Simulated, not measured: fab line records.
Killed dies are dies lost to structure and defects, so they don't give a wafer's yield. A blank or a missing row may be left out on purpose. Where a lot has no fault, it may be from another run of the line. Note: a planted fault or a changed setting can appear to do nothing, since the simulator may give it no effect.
fab line records | flow nand-harc
record: lots: 13 wafers: 39 last-day: 33
route steps=1302 shown A_STAIRCASE@884 A_SGD_CUT@901
lots with no fault: from the same line, run without faults
start-h: the number of hours between the record's first day and the start of the first shown wafer of the lot | wait-h: hours elapsed since this lot's preceding step | " same as the row above | L1.1+2: one row covering several wafers at once | - either no value or no given start | * or withheld: withheld | < > ~ a bound
route shown NAME@n: names a module that has steps shown in the file, with the first one's number in the route | usual: the fault-free wafers' mean and standard deviation | same: alike in all rows | chamber/n: place in a boat | sites: the reading at each site | _std_site: their standard deviation | _edge_site: outer sites' mean less inner sites' | radius-mm: for every site, how far away it sits from the centre of the wafer | mask NAME#n: copy n | behind: the most recent tool/chamber to have shaped the wafer | hold: why the lot was held/for how many hours/how that ended | device: names the non-switching transistor (n, p or np) | end of line: the route-end tests of the same wafers | a step without rows: its recipe alone | killed: at the first sort, the dies lost to defects and structure; wafer yield is something else | map: a wafer's dies, x killed, . not, _ none there
set.NAME: the run value of the setting; set.NAME@STEP: its run value at that earlier step | model.NAME: the simulator's own value behind a step, which no gauge read
one table for each step of the route and one row for each wafer, over a sample of lots
services: the hour from which a tool's chamber was out of use, counted from the record's first day as start-h (under 0 if before that day), plus the number of hours and why
== steps ==
step: NHARC_A_STAIRCASE_STRIP_475
recipe: time-s: 20 o2-flow-sccm: 500 ar-flow-sccm: 0 bias-w: 0 chemistry: O2
usual: drypump-motor-current-A: 5.4/0.48 oes-product-au: 0.997/0.0093 rf-vpp-V: 57.7/0.89 showerhead-plenum-p-Torr: 3.57/0.11 throttle-valve-pct: 17.035/0.0091
same: time-s: 20
columns lot.wafer tool chamber start-h wait-h drypump-motor-current-A oes-product-au rf-hours-counter-h rf-vpp-V showerhead-plenum-p-Torr throttle-valve-pct
L235.4 rie-diel-08 0 - - 5.3 0.996 22 57.3 3.50 17.049
L235.1 " 1 " " 5.7 1.002 20 58.1 3.80 17.027
L235.5 " 2 " " 5.0 1.016 - 57.3 3.57 17.033
L234.2 rie-diel-02 0 - - 4.9 0.987 11 58.2 3.66 17.023
L234.3 " 2 " " 5.7 0.994 15 58.6 3.55 17.047
L234.6 " 3 " " 5.1 1.002 - 58.6 3.40 17.036
L233.4 rie-diel-05 0 - - 4.7 0.996 5 59.3 3.74 17.038
L233.5 " 2 " " 6.0 1.000 - 56.6 3.55 17.028
L233.6 " 3 " " 5.7 0.990 - 58.2 3.58 17.036
L238.1 rie-diel-02 0 - - 4.9 0.999 19 59.8 3.65 17.039
L238.3 " 1 " " 6.1 0.989 22 57.5 3.73 17.014
L238.2 " 2 " " 5.7 0.999 26 58.4 3.54 17.030
L239.2 rie-diel-05 3 - - 5.8 0.999 21 58.3 3.58 17.036
L239.6 " 3 " " 5.8 0.995 - 59.4 3.58 17.043
L239.5 " 0 " " 4.7 0.997 - 57.9 3.74 17.041
L240.1 rie-diel-08 3 - - 6.0 0.994 43 57.7 3.52 17.015
L240.5 " 1 " " 5.7 0.995 - 59.1 3.79 17.031
L240.6 " 2 " " 5.0 1.012 - 59.2 3.56 17.030
L241.4 rie-diel-08 2 - - 5.0 1.012 38 58.4 3.56 17.036
L241.1 " 3 " " 5.9 0.998 43 57.2 3.52 17.044
L241.6 " 0 " " 5.3 1.000 - 58.9 3.50 17.005
L246.4 rie-diel-05 0 - - 4.7 1.004 38 58.6 3.73 17.036
L246.6 " 2 " " 5.9 1.000 - 58.6 3.53 17.027
L246.5 " 3 " " 5.8 0.998 - 57.8 3.56 17.038
L250.1 rie-diel-05 1 - - 4.7 0.986 3 56.2 3.47 17.019
L250.2 " 3 " " 5.7 1.005 4 58.4 3.56 17.030
L250.6 " 1 " " 4.8 0.998 - 57.7 3.47 17.024
L251.4 rie-diel-05 3 - - 5.8 1.005 10 57.3 3.56 17.038
L251.3 " 2 " " 5.9 1.003 8 57.5 3.52 17.031
L251.5 " 0 " " 4.7 1.012 - 58.7 3.72 17.039
L252.3 rie-diel-02 1 - - 6.1 1.001 21 58.4 3.69 17.035
L252.4 " 2 " " 5.7 0.996 22 57.4 3.51 17.044
L252.5 " 3 " " 5.1 0.998 - 56.3 3.37 17.042
L255.3 rie-diel-08 3 - - 5.9 0.987 22 57.4 3.50 17.023
L255.1 " 0 " " 5.2 0.985 28 57.2 3.47 17.029
L255.6 " 0 " " 5.3 0.989 - 57.5 3.47 17.046
L256.3 rie-diel-05 1 - - 4.7 0.993 23 57.6 3.45 17.043
L256.4 " 2 " " 5.9 0.999 25 57.0 3.51 17.026
L256.6 " 0 " " 4.7 0.990 - 57.5 3.71 17.048
step: NHARC_A_SGD_CUT_CD_MEAS_09
recipe: target-cd-nm: 100 landing-energy-ev: 500
usual: cd-nm: 100.0/0.5
columns lot.wafer tool chamber start-h wait-h cd-nm
L235.1 cd-sem-02 0 445.60 - 99.5
L235.4 " 0 " " 99.6
L235.5 " 0 " " 100.1
L234.2 cd-sem-03 0 446.03 - 99.9
L234.3 " 0 " " 99.7
L234.6 " 0 " " 100.0
L233.4 cd-sem-01 0 447.02 - 100.3
L233.5 " 0 " " 100.6
L233.6 " 0 " " 100.4
L238.1 cd-sem-01 0 475.31 - 99.1
L238.2 " 0 " " 99.1
L238.3 " 0 " " 99.5
L239.2 cd-sem-01 0 489.11 - 100.6
L239.5 " 0 " " 100.4
L239.6 " 0 " " 100.6
L240.1 cd-sem-01 0 507.82 - 99.9
L240.5 " 0 " " 100.5
L240.6 " 0 " " 100.3
L241.1 cd-sem-02 0 509.07 - 100.5
L241.4 " 0 " " 99.9
L241.6 " 0 " " 101.6
L246.4 cd-sem-01 0 565.24 - 99.2
L246.5 " 0 " " 100.6
L246.6 " 0 " " 99.8
L250.1 cd-sem-03 0 607.95 - 100.2
L250.2 " 0 " " 101.4
L250.6 " 0 " " 100.4
L251.3 cd-sem-03 0 629.21 - 99.4
L251.4 " 0 " " 100.4
L251.5 " 0 " " 99.9
L252.3 cd-sem-03 0 633.25 - 100.2
L252.4 " 0 " " 100.3
L252.5 " 0 " " 100.7
L255.1 cd-sem-01 0 638.98 - 100.0
L255.3 " 0 " " 99.7
L255.6 " 0 " " 100.4
L256.3 cd-sem-03 0 671.49 - 100.4
L256.4 " 0 " " 100.5
L256.6 " 0 " " 100.5
step: NHARC_A_SGD_CUT_DESCUM_14
recipe: time-s: 3 o2-flow-sccm: 200 ar-flow-sccm: 0 bias-power-w: 0 chemistry: O2
usual: drypump-motor-current-A: 5.9/0.45 oes-product-au: 1.001/0.0082 rf-vpp-V: 57.9/0.89 showerhead-plenum-p-Torr: 1.93/0.072 throttle-valve-pct: 11.311/0.0085
same: time-s: 3
columns lot.wafer tool chamber start-h wait-h drypump-motor-current-A oes-product-au rf-hours-counter-h rf-vpp-V showerhead-plenum-p-Torr throttle-valve-pct
L235.4 rie-diel-01 1 445.79 0.1 5.7 1.009 6 58.0 1.88 11.313
L235.1 " 0 " " 6.3 1.017 6 57.4 1.89 11.308
L235.5 " 1 " " 5.7 1.010 - 57.7 1.88 11.308
L234.2 rie-diel-03 3 446.22 0.1 6.1 1.005 6 57.4 1.89 11.299
L234.3 " 1 " " 5.6 1.023 8 56.7 2.02 11.309
L234.6 " 3 " " 6.1 1.003 - 59.7 1.89 11.304
L233.5 rie-diel-01 0 447.23 0.1 6.3 1.008 - 59.0 1.89 11.317
L233.6 " 1 " " 5.7 1.010 - 56.7 1.88 11.330
L233.4 " 2 " " 6.3 1.001 - 57.0 1.97 11.295
L238.2 rie-diel-03 3 475.50 0.1 6.1 0.994 0 57.9 1.89 11.321
L238.1 " 1 " " 5.5 1.007 0 59.0 2.02 11.332
L238.3 " 2 " " 5.9 0.991 0 58.5 1.98 11.300
L239.2 rie-diel-12 0 489.30 0.1 6.1 1.012 2 57.6 1.96 11.318
L239.5 " 3 " " 4.6 0.997 - 57.3 2.06 11.319
L239.6 " 0 " " 6.1 1.005 - 58.4 1.96 11.318
L240.1 rie-diel-03 1 508.01 0.1 5.5 1.013 1 58.4 2.02 11.308
L240.6 " 1 " " 5.5 1.001 - 58.9 2.02 11.287
L240.5 " 2 " " 5.9 1.007 - 58.3 1.98 11.311
L241.4 rie-diel-12 3 509.26 0.1 4.6 1.017 3 58.7 2.06 11.319
L241.1 " 0 " " 6.1 1.016 4 58.1 1.95 11.308
L241.6 " 3 " " 4.6 1.011 - 57.2 2.06 11.310
L246.6 rie-diel-03 2 565.45 0.1 5.9 1.008 - 57.9 1.98 11.311
L246.5 " 3 " " 6.1 0.999 - 57.5 1.88 11.305
L246.4 " 1 " " 5.5 1.018 - 57.4 2.01 11.301
L250.2 rie-diel-12 1 608.14 0.1 6.0 0.993 11 57.5 1.81 11.318
L250.1 " 3 " " 4.6 0.997 10 58.9 2.05 11.309
L250.6 " 2 " " 6.3 0.994 - 58.7 2.04 11.308
L251.3 rie-diel-01 1 629.41 0.1 5.7 0.991 5 57.2 1.87 11.300
L251.4 " 2 " " 6.3 0.997 5 58.0 1.96 11.318
L251.5 " 0 " " 6.3 1.002 - 58.1 1.89 11.325
L252.3 rie-diel-03 1 633.45 0.1 5.5 1.008 7 59.5 2.01 11.308
L252.4 " 2 " " 5.8 0.996 7 58.4 1.98 11.304
L252.5 " 3 " " 6.1 0.995 - 57.4 1.88 11.305
L255.1 rie-diel-12 1 639.19 0.1 6.0 0.990 0 58.3 1.81 11.317
L255.3 " 2 " " 6.3 0.992 0 58.8 2.04 11.312
L255.6 " 3 " " 4.6 1.003 - 59.3 2.05 11.304
L256.4 rie-diel-12 3 671.68 0.1 4.6 1.008 2 59.8 2.05 11.320
L256.3 " 1 " " 6.0 0.989 2 56.3 1.81 11.310
L256.6 " 2 " " 6.3 1.000 - 59.5 2.04 11.311
step: NHARC_A_SGD_CUT_ETCH_58
recipe: target-depth-a: 390 over-etch-frac: 0.3 time-s: 65 ion-energy-ev: 80 cf4-flow-sccm: 150 ar-flow-sccm: 0 rf-w: 300 bias-w: 100 chemistry: CF4
usual: drypump-motor-current-A: 5.9/0.44 oes-product-au: 1.001/0.008 rf-vpp-V: 151.3/1.2 run-length-s: 86.0/0.46 showerhead-plenum-p-Torr: 1.78/0.061 throttle-valve-pct: 13.285/0.0091
columns lot.wafer tool chamber start-h wait-h drypump-motor-current-A oes-product-au rf-hours-counter-h rf-vpp-V run-length-s showerhead-plenum-p-Torr throttle-valve-pct
L235.1 rie-diel-01 2 445.87 0.1 6.3 1.009 6 152.8 85.4 1.82 13.288
L235.4 " 3 " " 5.8 1.005 6 150.0 86.2 1.72 13.276
L235.5 " 2 " " 6.4 0.998 - 150.4 85.6 1.81 13.289
L234.2 rie-diel-03 3 446.30 0.1 6.1 1.023 6 151.3 85.7 1.74 13.287
L234.3 " 0 " " 5.8 0.995 7 150.6 86.3 1.79 13.296
L234.6 " 0 " " 5.7 1.007 - 149.3 86.2 1.79 13.305
L233.4 rie-diel-01 2 447.33 0.1 6.2 0.997 - 152.6 85.4 1.81 13.278
L233.6 " 0 " " 6.3 0.990 - 152.1 85.5 1.75 13.287
L233.5 " 1 " " 5.7 1.004 - 151.1 85.7 1.74 13.285
L238.3 rie-diel-03 2 475.60 0.1 5.9 1.003 0 154.1 86.4 1.83 13.285
L238.1 " 3 " " 6.1 0.995 0 150.9 85.9 1.74 13.294
L238.2 " 1 " " 5.5 1.012 0 153.9 85.6 1.86 13.295
L239.2 rie-diel-12 2 489.39 0.1 6.4 1.004 1 152.3 85.9 1.88 13.285
L239.6 " 0 " " 6.1 1.000 - 151.6 86.7 1.80 13.303
L239.5 " 1 " " 6.0 0.995 - 150.5 85.5 1.69 13.271
L240.1 rie-diel-03 0 508.10 0.1 5.8 0.989 1 150.6 86.1 1.79 13.273
L240.5 " 3 " " 6.1 1.003 - 151.5 85.7 1.74 13.290
L240.6 " 0 " " 5.8 0.987 - 150.7 86.1 1.79 13.298
L241.1 rie-diel-12 0 509.35 0.1 6.1 1.001 4 151.0 86.8 1.80 13.283
L241.4 " 2 " " 6.4 0.994 2 152.7 86.1 1.88 13.284
L241.6 " 3 " " 4.6 0.999 - 150.7 86.4 1.89 13.285
L246.6 rie-diel-03 3 565.54 0.1 6.1 1.000 - 150.5 85.7 1.74 13.296
L246.4 " 1 " " 5.5 1.005 - 152.2 85.8 1.86 13.275
L246.5 " 2 " " 5.9 0.989 - 151.2 86.4 1.83 13.288
L250.1 rie-diel-12 3 608.23 0.1 4.6 0.989 10 151.5 86.7 1.89 13.301
L250.2 " 0 " " 6.1 1.008 10 150.4 86.7 1.80 13.281
L250.6 " 2 " " 6.4 1.004 - 151.4 85.8 1.88 13.297
L251.3 rie-diel-01 2 629.48 0.1 6.3 1.009 5 150.9 86.0 1.81 13.279
L251.4 " 0 " " 6.3 0.988 4 148.8 69.3 1.75 13.270
L251.5 " 1 " " 5.7 1.003 - 151.1 85.6 1.73 13.272
L252.4 rie-diel-03 1 633.52 0.1 5.5 1.012 7 152.5 85.8 1.85 13.267
L252.3 " 0 " " 5.7 0.996 7 151.2 86.2 1.78 13.271
L252.5 " 1 " " 5.5 1.020 - 152.6 85.6 1.85 13.291
L255.3 rie-diel-12 0 639.26 0.1 6.1 1.006 0 150.6 86.9 1.80 13.298
L255.1 " 2 " " 6.3 0.999 0 154.2 86.1 1.88 13.290
L255.6 " 0 " " 6.1 1.014 - 151.6 86.7 1.80 13.285
L256.4 rie-diel-12 0 671.76 0.1 6.1 1.011 2 150.8 86.7 1.80 13.279
L256.3 " 2 " " 6.3 1.004 2 152.8 86.2 1.88 13.300
L256.6 " 1 " " 6.0 0.999 - 150.4 85.4 1.68 13.280
== services ==
columns tool chamber start-h hours kind
rie-diel-05 - 431.97 0.5 repair
rie-diel-05 0 435.57 3.9 repair
rie-diel-03 2 443.60 2.3 repair
rie-diel-12 - 445.40 9.0 pm
rie-diel-01 3 446.88 4.2 repair
rie-diel-03 - 458.30 9.0 pm
rie-diel-03 0 467.99 16.3 repair
rie-diel-12 2 477.55 4.0 repair
rie-diel-03 3 480.25 2.1 repair
rie-diel-01 0 480.27 5.5 repair
rie-diel-05 3 497.36 12.1 repair
rie-diel-03 1 499.58 4.4 repair
rie-diel-05 0 502.32 10.3 repair
rie-diel-03 3 524.97 1.7 repair
rie-diel-12 0 530.21 16.7 repair
rie-diel-01 1 536.56 4.7 repair
rie-diel-03 2 551.27 5.6 repair
rie-diel-01 - 557.80 9.0 pm
rie-diel-03 0 557.86 8.6 repair
rie-diel-05 - 586.36 9.0 pm
rie-diel-03 0 610.48 7.6 repair
rie-diel-12 - 622.40 9.0 pm
rie-diel-03 - 635.32 9.0 pm
rie-diel-03 2 657.73 1.7 repair
== key ==
first-sign: step: NHARC_A_SGD_CUT_ETCH_58 reading: run-length-s direction: down sigmas: 36 usual: * struck: *
effect none on later readings
met-at NHARC_A_SGD_CUT_ETCH_58
struck-lots L251
struck-wafers L251.4
sort-left-out L251.4
tester-left-out L251
not-acting-at NHARC_A_STAIRCASE_STRIP_475,NHARC_A_SGD_CUT_CD_MEAS_09,NHARC_A_SGD_CUT_DESCUM_14
onset-between 447.33 629.48
fault: kind: process-parameter-drift tool: rie-diel-01 chamber: 0 onset-h: 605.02 steps: NHARC_A_SGD_CUT_ETCH_58 channel: time-s offset: * shape: step end-h: 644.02 acts-in: * stated: *
tester-left-out: of these lots the tester's yield and bins aren't shown, on N5 and GAA mostly nor the transistor test; their killed dies are dies lost to structure and defects alone, not to doping, threshold or leakage, so they don't give the yield
sort-left-out: the simulated sort isn't trusted on such a fault, so these wafers' sort isn't shown, and their yield isn't known
